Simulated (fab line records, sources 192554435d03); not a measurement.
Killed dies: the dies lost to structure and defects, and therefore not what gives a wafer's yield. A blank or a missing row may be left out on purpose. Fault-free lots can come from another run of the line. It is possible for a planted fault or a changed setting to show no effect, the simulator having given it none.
fab line records :: flow n5Finfet :: part 2 of 2: steps 25 to 29 of 29
record:
  lots: 5
  wafers: 15
  lastDay: 18
route steps=1938 shown WELL_APT@44 PMOS_HMC_CHANNEL_EPI@57
lots that met no fault: taken from a fault-free run of the same line
startH: hours from the record's first day to the start of the lot's first wafer shown :: waitH: hours since the lot's step before :: " the same as in the row above :: L1.1+2: a single row standing in for several wafers :: - no value, or no start was given :: * or withheld: withheld :: < > ~ a bound
route shown NAME@n: NAME is a module with steps in the file, n the number in the route of the first one :: usual: mean/standard deviation of fault-free wafers :: same: alike in all rows :: chamber/n: place in a boat :: sites: each site's reading :: _std_site: the standard deviation of these :: _edge_site: outer sites' mean less inner sites' :: radiusMm: for every site, how far away it sits from the centre of the wafer :: mask NAME#n: copy n :: behind: the tool/chamber that last shaped the wafer :: hold: cause of the lot's hold/its duration in hours/its outcome :: device: the n, p or np transistor that did not switch :: end of line: the tests these same wafers got at the end of their route :: a step given without rows: its recipe and nothing more :: killed: the dies lost at the first sort to structure and to defects; this is not the yield of the wafer :: map: per-die view of a wafer (x killed, . not killed, _ where there is no die)
set.NAME: the setting the step ran with; set.NAME@STEP: the setting that earlier step ran with :: model.NAME: the simulator's own value behind a step, which no gauge read
certain route steps with their lots: each step a table, each wafer a row
services: the hour from which a tool's chamber was out of use, counted from the record's first day as startH (under 0 if before that day), plus the number of hours and why
== steps ==
step: N5_PMOS_HMC_CHANNEL_EPI_DESCUM_14
recipe:
  chemistry: O2
  timeS: 7.9
  sourcePowerW: 50
  biasPowerW: 20
  pressureMtorr: 20
  rfFrequencyHz: 2.712e+07
  tempC: 40
  resist: CAR-ArF-block
  o2FlowSccm: 225
usual:
  drypumpMotorCurrentA: 5.79/0.27
  oesProductAu: 0.80/0.095
  rfVppV: 243.7/1.3
  showerheadPlenumPTorr: 2.12/0.075
  throttleValvePct: 20.36/0.27
lot.wafer: L074.1
tool: rieDiel-06
chamber: 3
startH: 19.20
waitH: 0.3
drypumpMotorCurrentA: 5.86
oesProductAu: 1.00
rfHoursCounterH: 1
rfVppV: 244.0
showerheadPlenumPTorr: 2.05
throttleValvePct: 19.89

lot.wafer: L074.2
tool: rieDiel-06
chamber: 1
startH: 19.20
waitH: 0.3
drypumpMotorCurrentA: 5.41
oesProductAu: 0.81
rfHoursCounterH: 101
rfVppV: 245.2
showerheadPlenumPTorr: 2.21
throttleValvePct: 20.47

lot.wafer: L074.5
tool: rieDiel-06
chamber: 2
startH: 19.20
waitH: 0.3
drypumpMotorCurrentA: 5.80
oesProductAu: 0.79
rfHoursCounterH: -
rfVppV: 242.9
showerheadPlenumPTorr: 2.11
throttleValvePct: 20.56

lot.wafer: L081.2
tool: rieDiel-05
chamber: 1
startH: 59.20
waitH: 0.0
drypumpMotorCurrentA: 5.91
oesProductAu: 0.73
rfHoursCounterH: 167
rfVppV: 244.3
showerheadPlenumPTorr: 2.19
throttleValvePct: 20.81

lot.wafer: L081.4
tool: rieDiel-05
chamber: 0
startH: 59.20
waitH: 0.0
drypumpMotorCurrentA: 5.61
oesProductAu: 0.70
rfHoursCounterH: 217
rfVppV: 242.7
showerheadPlenumPTorr: 2.14
throttleValvePct: 20.10

lot.wafer: L081.5
tool: rieDiel-05
chamber: 3
startH: 59.20
waitH: 0.0
drypumpMotorCurrentA: 5.63
oesProductAu: 0.67
rfHoursCounterH: -
rfVppV: 243.6
showerheadPlenumPTorr: 2.13
throttleValvePct: 20.56

lot.wafer: L083.1
tool: rieDiel-06
chamber: 3
startH: 71.81
waitH: 0.1
drypumpMotorCurrentA: 5.85
oesProductAu: 0.93
rfHoursCounterH: 18
rfVppV: 241.9
showerheadPlenumPTorr: 2.04
throttleValvePct: 19.92

lot.wafer: L083.2
tool: rieDiel-06
chamber: 2
startH: 71.81
waitH: 0.1
drypumpMotorCurrentA: 5.83
oesProductAu: 0.78
rfHoursCounterH: 133
rfVppV: 243.2
showerheadPlenumPTorr: 2.10
throttleValvePct: 20.59

lot.wafer: L083.5
tool: rieDiel-06
chamber: 1
startH: 71.81
waitH: 0.1
drypumpMotorCurrentA: 5.42
oesProductAu: 0.81
rfHoursCounterH: -
rfVppV: 245.9
showerheadPlenumPTorr: 2.20
throttleValvePct: 20.48

lot.wafer: L094.1
tool: rieDiel-03
chamber: 0
startH: 137.21
waitH: 0.0
drypumpMotorCurrentA: 5.60
oesProductAu: 0.95
rfHoursCounterH: 21
rfVppV: 244.5
showerheadPlenumPTorr: 2.16
throttleValvePct: 20.31

lot.wafer: L094.2
tool: rieDiel-03
chamber: 3
startH: 137.21
waitH: 0.0
drypumpMotorCurrentA: 5.47
oesProductAu: 0.80
rfHoursCounterH: 106
rfVppV: 240.8
showerheadPlenumPTorr: 2.02
throttleValvePct: 20.47

lot.wafer: L094.6
tool: rieDiel-03
chamber: 1
startH: 137.21
waitH: 0.0
drypumpMotorCurrentA: 6.36
oesProductAu: 0.74
rfHoursCounterH: -
rfVppV: 245.4
showerheadPlenumPTorr: 2.19
throttleValvePct: 20.13

lot.wafer: L097.1
tool: rieDiel-05
chamber: 3
startH: 155.95
waitH: 0.0
drypumpMotorCurrentA: 5.61
oesProductAu: 0.91
rfHoursCounterH: 16
rfVppV: 243.6
showerheadPlenumPTorr: 2.12
throttleValvePct: 20.26

lot.wafer: L097.4
tool: rieDiel-05
chamber: 2
startH: 155.95
waitH: 0.0
drypumpMotorCurrentA: 6.08
oesProductAu: 0.71
rfHoursCounterH: -
rfVppV: 243.5
showerheadPlenumPTorr: 1.98
throttleValvePct: 20.57

lot.wafer: L097.6
tool: rieDiel-05
chamber: 1
startH: 155.95
waitH: 0.0
drypumpMotorCurrentA: 5.90
oesProductAu: 0.71
rfHoursCounterH: -
rfVppV: 243.5
showerheadPlenumPTorr: 2.18
throttleValvePct: 20.88
step: N5_PMOS_HMC_CHANNEL_EPI_ETCH_32
recipe:
  chemistry: N2/H2
  target: BARC
  stopOn: SiO2
  targetDepthA: 858
  overEtchFrac: 0.3
  timeS: 50.3
  ionEnergyEv: 200
  maskMaterial: CAR-ArF-block
  pressureMtorr: 30
  sourceW: 840
  biasW: 150
  n2FlowSccm: 200
  h2FlowSccm: 200
usual:
  drypumpMotorCurrentA: 5.80/0.27
  oesProductAu: 0.68/0.078
  rfVppV: 524.9/2.4
  showerheadPlenumPTorr: 2.58/0.08
  throttleValvePct: 17.9/0.3
same:
  overEtchFrac: 0.3
lot.wafer: L074.1
tool: rieDiel-06
chamber: 3
startH: 19.24
waitH: 0.0
drypumpMotorCurrentA: 5.85
oesProductAu: 0.84
rfHoursCounterH: 1
rfVppV: 523.4
showerheadPlenumPTorr: 2.49
throttleValvePct: 17.2

lot.wafer: L074.2
tool: rieDiel-06
chamber: 1
startH: 19.24
waitH: 0.0
drypumpMotorCurrentA: 5.40
oesProductAu: 0.69
rfHoursCounterH: 101
rfVppV: 526.6
showerheadPlenumPTorr: 2.67
throttleValvePct: 18.0

lot.wafer: L074.5
tool: rieDiel-06
chamber: 2
startH: 19.24
waitH: 0.0
drypumpMotorCurrentA: 5.81
oesProductAu: 0.68
rfHoursCounterH: -
rfVppV: 524.1
showerheadPlenumPTorr: 2.57
throttleValvePct: 18.1

lot.wafer: L081.2
tool: rieDiel-05
chamber: 1
startH: 59.24
waitH: 0.0
drypumpMotorCurrentA: 5.93
oesProductAu: 0.62
rfHoursCounterH: 167
rfVppV: 524.8
showerheadPlenumPTorr: 2.64
throttleValvePct: 18.2

lot.wafer: L081.4
tool: rieDiel-05
chamber: 0
startH: 59.24
waitH: 0.0
drypumpMotorCurrentA: 5.61
oesProductAu: 0.59
rfHoursCounterH: 217
rfVppV: 527.2
showerheadPlenumPTorr: 2.62
throttleValvePct: 17.7

lot.wafer: L081.5
tool: rieDiel-05
chamber: 3
startH: 59.24
waitH: 0.0
drypumpMotorCurrentA: 5.66
oesProductAu: 0.59
rfHoursCounterH: -
rfVppV: 526.0
showerheadPlenumPTorr: 2.59
throttleValvePct: 18.0

lot.wafer: L083.1
tool: rieDiel-06
chamber: 3
startH: 71.84
waitH: 0.0
drypumpMotorCurrentA: 5.86
oesProductAu: 0.78
rfHoursCounterH: 18
rfVppV: 522.0
showerheadPlenumPTorr: 2.48
throttleValvePct: 17.3

lot.wafer: L083.2
tool: rieDiel-06
chamber: 2
startH: 71.84
waitH: 0.0
drypumpMotorCurrentA: 5.78
oesProductAu: 0.66
rfHoursCounterH: 133
rfVppV: 522.1
showerheadPlenumPTorr: 2.56
throttleValvePct: 18.1

lot.wafer: L083.5
tool: rieDiel-06
chamber: 1
startH: 71.84
waitH: 0.0
drypumpMotorCurrentA: 5.43
oesProductAu: 0.67
rfHoursCounterH: -
rfVppV: 527.0
showerheadPlenumPTorr: 2.66
throttleValvePct: 18.0

lot.wafer: L094.1
tool: rieDiel-03
chamber: 0
startH: 137.24
waitH: 0.0
drypumpMotorCurrentA: 5.62
oesProductAu: 0.79
rfHoursCounterH: 21
rfVppV: 526.9
showerheadPlenumPTorr: 2.62
throttleValvePct: 17.9

lot.wafer: L094.2
tool: rieDiel-03
chamber: 3
startH: 137.24
waitH: 0.0
drypumpMotorCurrentA: 5.46
oesProductAu: 0.70
rfHoursCounterH: 106
rfVppV: 523.3
showerheadPlenumPTorr: 2.48
throttleValvePct: 18.1

lot.wafer: L094.6
tool: rieDiel-03
chamber: 1
startH: 137.24
waitH: 0.0
drypumpMotorCurrentA: 6.34
oesProductAu: 0.64
rfHoursCounterH: -
rfVppV: 526.8
showerheadPlenumPTorr: 2.65
throttleValvePct: 17.5

lot.wafer: L097.1
tool: rieDiel-05
chamber: 3
startH: 155.98
waitH: 0.0
drypumpMotorCurrentA: 5.66
oesProductAu: 0.78
rfHoursCounterH: 16
rfVppV: 525.0
showerheadPlenumPTorr: 2.58
throttleValvePct: 17.7

lot.wafer: L097.4
tool: rieDiel-05
chamber: 2
startH: 155.98
waitH: 0.0
drypumpMotorCurrentA: 6.08
oesProductAu: 0.61
rfHoursCounterH: -
rfVppV: 520.2
showerheadPlenumPTorr: 2.44
throttleValvePct: 18.2

lot.wafer: L097.6
tool: rieDiel-05
chamber: 1
startH: 155.98
waitH: 0.0
drypumpMotorCurrentA: 5.90
oesProductAu: 0.60
rfHoursCounterH: -
rfVppV: 525.3
showerheadPlenumPTorr: 2.63
throttleValvePct: 18.2
step: N5_PMOS_HMC_CHANNEL_EPI_HM_OPEN_15
recipe:
  chemistry: CHF3/O2
  target: SiO2
  maskMaterial: CAR-ArF-block
  targetDepthA: 406
  CHF3_flow_sccm: 50
  O2_flow_sccm: 5
  Ar_flow_sccm: 200
  timeS: 20.3
  pressureMtorr: 30
  sourceW: 650
  biasW: 170
  ionEnergyEv: 200
usual:
  drypumpMotorCurrentA: 5.79/0.27
  oes_o_777_au: 0.80/0.098
  oesProductAu: 0.80/0.095
  rfVppV: 525/7.8
  showerheadPlenumPTorr: 2.44/0.074
  throttleValvePct: 18.84/0.26
lot.wafer: L074.1
tool: rieDiel-06
chamber: 3
startH: 19.28
waitH: 0.0
drypumpMotorCurrentA: 5.84
oes_o_777_au: 0.99
oesProductAu: 0.98
rfHoursCounterH: 1
rfVppV: 518
showerheadPlenumPTorr: 2.36
throttleValvePct: 18.41

lot.wafer: L074.2
tool: rieDiel-06
chamber: 1
startH: 19.28
waitH: 0.0
drypumpMotorCurrentA: 5.39
oes_o_777_au: 0.83
oesProductAu: 0.81
rfHoursCounterH: 101
rfVppV: 525
showerheadPlenumPTorr: 2.51
throttleValvePct: 18.79

lot.wafer: L074.5
tool: rieDiel-06
chamber: 2
startH: 19.28
waitH: 0.0
drypumpMotorCurrentA: 5.82
oes_o_777_au: 0.80
oesProductAu: 0.81
rfHoursCounterH: -
rfVppV: 534
showerheadPlenumPTorr: 2.41
throttleValvePct: 18.94

lot.wafer: L081.2
tool: rieDiel-05
chamber: 1
startH: 59.28
waitH: 0.0
drypumpMotorCurrentA: 5.92
oes_o_777_au: 0.73
oesProductAu: 0.73
rfHoursCounterH: 167
rfVppV: 528
showerheadPlenumPTorr: 2.51
throttleValvePct: 19.20

lot.wafer: L081.4
tool: rieDiel-05
chamber: 0
startH: 59.28
waitH: 0.0
drypumpMotorCurrentA: 5.62
oes_o_777_au: 0.67
oesProductAu: 0.69
rfHoursCounterH: 217
rfVppV: 538
showerheadPlenumPTorr: 2.48
throttleValvePct: 18.73

lot.wafer: L081.5
tool: rieDiel-05
chamber: 3
startH: 59.28
waitH: 0.0
drypumpMotorCurrentA: 5.63
oes_o_777_au: 0.68
oesProductAu: 0.69
rfHoursCounterH: -
rfVppV: 525
showerheadPlenumPTorr: 2.47
throttleValvePct: 19.14

lot.wafer: L083.1
tool: rieDiel-06
chamber: 3
startH: 71.89
waitH: 0.0
drypumpMotorCurrentA: 5.84
oes_o_777_au: 0.93
oesProductAu: 0.92
rfHoursCounterH: 19
rfVppV: 517
showerheadPlenumPTorr: 2.36
throttleValvePct: 18.43

lot.wafer: L083.2
tool: rieDiel-06
chamber: 2
startH: 71.89
waitH: 0.0
drypumpMotorCurrentA: 5.83
oes_o_777_au: 0.78
oesProductAu: 0.79
rfHoursCounterH: 133
rfVppV: 534
showerheadPlenumPTorr: 2.41
throttleValvePct: 18.97

lot.wafer: L083.5
tool: rieDiel-06
chamber: 1
startH: 71.89
waitH: 0.0
drypumpMotorCurrentA: 5.38
oes_o_777_au: 0.81
oesProductAu: 0.80
rfHoursCounterH: -
rfVppV: 524
showerheadPlenumPTorr: 2.50
throttleValvePct: 18.79

lot.wafer: L094.1
tool: rieDiel-03
chamber: 0
startH: 137.28
waitH: 0.0
drypumpMotorCurrentA: 5.60
oes_o_777_au: 0.95
oesProductAu: 0.93
rfHoursCounterH: 21
rfVppV: 531
showerheadPlenumPTorr: 2.46
throttleValvePct: 18.64

lot.wafer: L094.2
tool: rieDiel-03
chamber: 3
startH: 137.28
waitH: 0.0
drypumpMotorCurrentA: 5.48
oes_o_777_au: 0.81
oesProductAu: 0.80
rfHoursCounterH: 106
rfVppV: 530
showerheadPlenumPTorr: 2.34
throttleValvePct: 18.97

lot.wafer: L094.6
tool: rieDiel-03
chamber: 1
startH: 137.28
waitH: 0.0
drypumpMotorCurrentA: 6.35
oes_o_777_au: 0.75
oesProductAu: 0.72
rfHoursCounterH: -
rfVppV: 526
showerheadPlenumPTorr: 2.50
throttleValvePct: 18.52

lot.wafer: L097.1
tool: rieDiel-05
chamber: 3
startH: 156.03
waitH: 0.0
drypumpMotorCurrentA: 5.61
oes_o_777_au: 0.90
oesProductAu: 0.92
rfHoursCounterH: 16
rfVppV: 525
showerheadPlenumPTorr: 2.46
throttleValvePct: 18.79

lot.wafer: L097.4
tool: rieDiel-05
chamber: 2
startH: 156.03
waitH: 0.0
drypumpMotorCurrentA: 6.04
oes_o_777_au: 0.69
oesProductAu: 0.70
rfHoursCounterH: -
rfVppV: 510
showerheadPlenumPTorr: 2.31
throttleValvePct: 19.20

lot.wafer: L097.6
tool: rieDiel-05
chamber: 1
startH: 156.03
waitH: 0.0
drypumpMotorCurrentA: 5.91
oes_o_777_au: 0.71
oesProductAu: 0.71
rfHoursCounterH: -
rfVppV: 527
showerheadPlenumPTorr: 2.50
throttleValvePct: 19.26
step: N5_PMOS_HMC_CHANNEL_EPI_STRIP_33
recipe:
  chemistry: N2/H2
  powerW: 500
  tempC: 40
  pressureMtorr: 50
  rfFrequencyHz: 6e+07
  overashFraction: 0.3
  biasPowerW: 8
  h2Frac: 0.5
  n2FlowSccm: 300
  h2FlowSccm: 300
usual:
  drypumpMotorCurrentA: 5.81/0.26
  oesProductAu: 0.80/0.094
  rfVppV: 54.2/1.5
  showerheadPlenumPTorr: 3.41/0.1
  throttleValvePct: 19.0/0.49
lot.wafer: L074.1
tool: rieDiel-06
chamber: 3
startH: 19.34
waitH: 0.0
drypumpMotorCurrentA: 5.87
oesProductAu: 0.99
rfHoursCounterH: 1
rfVppV: 56.3
showerheadPlenumPTorr: 3.29
throttleValvePct: 18.0

lot.wafer: L074.2
tool: rieDiel-06
chamber: 1
startH: 19.34
waitH: 0.0
drypumpMotorCurrentA: 5.41
oesProductAu: 0.81
rfHoursCounterH: 101
rfVppV: 54.8
showerheadPlenumPTorr: 3.52
throttleValvePct: 19.5

lot.wafer: L074.5
tool: rieDiel-06
chamber: 2
startH: 19.34
waitH: 0.0
drypumpMotorCurrentA: 5.82
oesProductAu: 0.79
rfHoursCounterH: -
rfVppV: 52.1
showerheadPlenumPTorr: 3.39
throttleValvePct: 19.5

lot.wafer: L081.2
tool: rieDiel-05
chamber: 1
startH: 59.34
waitH: 0.0
drypumpMotorCurrentA: 5.92
oesProductAu: 0.74
rfHoursCounterH: 167
rfVppV: 54.4
showerheadPlenumPTorr: 3.49
throttleValvePct: 19.3

lot.wafer: L081.4
tool: rieDiel-05
chamber: 0
startH: 59.34
waitH: 0.0
drypumpMotorCurrentA: 5.66
oesProductAu: 0.71
rfHoursCounterH: 217
rfVppV: 54.6
showerheadPlenumPTorr: 3.46
throttleValvePct: 18.8

lot.wafer: L081.5
tool: rieDiel-05
chamber: 3
startH: 59.34
waitH: 0.0
drypumpMotorCurrentA: 5.65
oesProductAu: 0.68
rfHoursCounterH: -
rfVppV: 53.4
showerheadPlenumPTorr: 3.43
throttleValvePct: 19.0

lot.wafer: L083.1
tool: rieDiel-06
chamber: 3
startH: 71.94
waitH: 0.0
drypumpMotorCurrentA: 5.87
oesProductAu: 0.93
rfHoursCounterH: 19
rfVppV: 53.9
showerheadPlenumPTorr: 3.28
throttleValvePct: 18.1

lot.wafer: L083.2
tool: rieDiel-06
chamber: 2
startH: 71.94
waitH: 0.0
drypumpMotorCurrentA: 5.87
oesProductAu: 0.78
rfHoursCounterH: 133
rfVppV: 53.4
showerheadPlenumPTorr: 3.38
throttleValvePct: 19.5

lot.wafer: L083.5
tool: rieDiel-06
chamber: 1
startH: 71.94
waitH: 0.0
drypumpMotorCurrentA: 5.44
oesProductAu: 0.80
rfHoursCounterH: -
rfVppV: 52.6
showerheadPlenumPTorr: 3.51
throttleValvePct: 19.5

lot.wafer: L094.1
tool: rieDiel-03
chamber: 0
startH: 137.34
waitH: 0.0
drypumpMotorCurrentA: 5.63
oesProductAu: 0.93
rfHoursCounterH: 21
rfVppV: 54.9
showerheadPlenumPTorr: 3.45
throttleValvePct: 19.7

lot.wafer: L094.2
tool: rieDiel-03
chamber: 3
startH: 137.34
waitH: 0.0
drypumpMotorCurrentA: 5.47
oesProductAu: 0.80
rfHoursCounterH: 106
rfVppV: 55.0
showerheadPlenumPTorr: 3.28
throttleValvePct: 19.4

lot.wafer: L094.6
tool: rieDiel-03
chamber: 1
startH: 137.34
waitH: 0.0
drypumpMotorCurrentA: 6.36
oesProductAu: 0.74
rfHoursCounterH: -
rfVppV: 57.4
showerheadPlenumPTorr: 3.50
throttleValvePct: 18.6

lot.wafer: L097.1
tool: rieDiel-05
chamber: 3
startH: 156.08
waitH: 0.0
drypumpMotorCurrentA: 5.68
oesProductAu: 0.89
rfHoursCounterH: 16
rfVppV: 53.8
showerheadPlenumPTorr: 3.41
throttleValvePct: 18.6

lot.wafer: L097.4
tool: rieDiel-05
chamber: 2
startH: 156.08
waitH: 0.0
drypumpMotorCurrentA: 6.07
oesProductAu: 0.70
rfHoursCounterH: -
rfVppV: 54.8
showerheadPlenumPTorr: 3.22
throttleValvePct: 19.2

lot.wafer: L097.6
tool: rieDiel-05
chamber: 1
startH: 156.08
waitH: 0.0
drypumpMotorCurrentA: 5.92
oesProductAu: 0.71
rfHoursCounterH: -
rfVppV: 54.3
showerheadPlenumPTorr: 3.47
throttleValvePct: 19.4
step: N5_PMOS_HMC_CHANNEL_EPI_STRIP_17
recipe:
  chemistry: SPM
  timeS: 750
  tempC: 130
  h2so4H2o2VolRatio: 4
  dry: ipaMarangoni
usual:
  bathHeatDutyPct: 15.1/1.7
lot.wafer: L074.1
tool: wetBench-02
chamber: 0
startH: 19.40
waitH: -
bathHeatDutyPct: 11.7

lot.wafer: L074.2
tool: wetBench-02
chamber: 1
startH: 19.40
waitH: -
bathHeatDutyPct: 15.7

lot.wafer: L074.5
tool: wetBench-02
chamber: 7
startH: 19.40
waitH: -
bathHeatDutyPct: 16.7

lot.wafer: L081.2
tool: wetBench-05
chamber: 7
startH: 59.40
waitH: -
bathHeatDutyPct: 15.1

lot.wafer: L081.4
tool: wetBench-05
chamber: 3
startH: 59.40
waitH: -
bathHeatDutyPct: 12.8

lot.wafer: L081.5
tool: wetBench-05
chamber: 5
startH: 59.40
waitH: -
bathHeatDutyPct: 12.4

lot.wafer: L083.1
tool: wetBench-02
chamber: 2
startH: 72.01
waitH: -
bathHeatDutyPct: 15.5

lot.wafer: L083.2
tool: wetBench-02
chamber: 4
startH: 72.01
waitH: -
bathHeatDutyPct: 14.6

lot.wafer: L083.5
tool: wetBench-02
chamber: 3
startH: 72.01
waitH: -
bathHeatDutyPct: 20.4

lot.wafer: L094.1
tool: wetBench-06
chamber: 4
startH: 137.41
waitH: -
bathHeatDutyPct: 15.4

lot.wafer: L094.2
tool: wetBench-06
chamber: 0
startH: 137.41
waitH: -
bathHeatDutyPct: 14.0

lot.wafer: L094.6
tool: wetBench-06
chamber: 3
startH: 137.41
waitH: -
bathHeatDutyPct: 13.0

lot.wafer: L097.1
tool: wetBench-05
chamber: 3
startH: 156.15
waitH: -
bathHeatDutyPct: 13.2

lot.wafer: L097.4
tool: wetBench-05
chamber: 1
startH: 156.15
waitH: -
bathHeatDutyPct: 13.9

lot.wafer: L097.6
tool: wetBench-05
chamber: 7
startH: 156.15
waitH: -
bathHeatDutyPct: 15.4
== services ==
tool: arfiScanner-02
chamber: -
startH: -6.59
hours: 3.9
kind: pm

tool: rieDiel-02
chamber: 1
startH: -1.55
hours: 3.8
kind: repair

tool: arfiScanner-02
chamber: -
startH: 15.25
hours: 4.9
kind: pm

tool: implanter-02
chamber: -
startH: 15.37
hours: 1.3
kind: repair

tool: rtpAnneal-01
chamber: -
startH: 28.38
hours: 2.8
kind: pm

tool: arfiScanner-03
chamber: -
startH: 28.44
hours: 0.8
kind: pm

tool: epiRpcvd-03
chamber: -
startH: 35.23
hours: 2.3
kind: repair

tool: rieDiel-05
chamber: 2
startH: 35.38
hours: 8.6
kind: repair

tool: epiRpcvd-01
chamber: -
startH: 41.11
hours: 1.0
kind: repair

tool: rieDiel-05
chamber: -
startH: 46.87
hours: 0.3
kind: repair

tool: implanter-01
chamber: -
startH: 53.07
hours: 2.1
kind: repair

tool: rieDiel-04
chamber: 3
startH: 58.26
hours: 5.1
kind: repair

tool: rieDiel-02
chamber: -
startH: 63.20
hours: 0.4
kind: repair

tool: arfiScanner-02
chamber: -
startH: 64.38
hours: 1.3
kind: pm

tool: rieDiel-05
chamber: 2
startH: 72.79
hours: 5.3
kind: repair

tool: implanter-02
chamber: -
startH: 78.21
hours: 3.9
kind: pm

tool: arfiScanner-03
chamber: -
startH: 82.87
hours: 1.3
kind: pm

tool: rieDiel-06
chamber: 0
startH: 85.75
hours: 15.1
kind: repair

tool: rieDiel-06
chamber: 2
startH: 92.67
hours: 2.6
kind: repair

tool: rieDiel-03
chamber: 2
startH: 120.54
hours: 4.1
kind: repair

tool: arfiScanner-03
chamber: -
startH: 122.34
hours: 0.7
kind: repair

tool: pecvd-02
chamber: -
startH: 144.48
hours: 2.8
kind: pm

tool: rtpAnneal-02
chamber: -
startH: 144.60
hours: 0.8
kind: pm

tool: arfiScanner-03
chamber: -
startH: 154.21
hours: 1.0
kind: pm
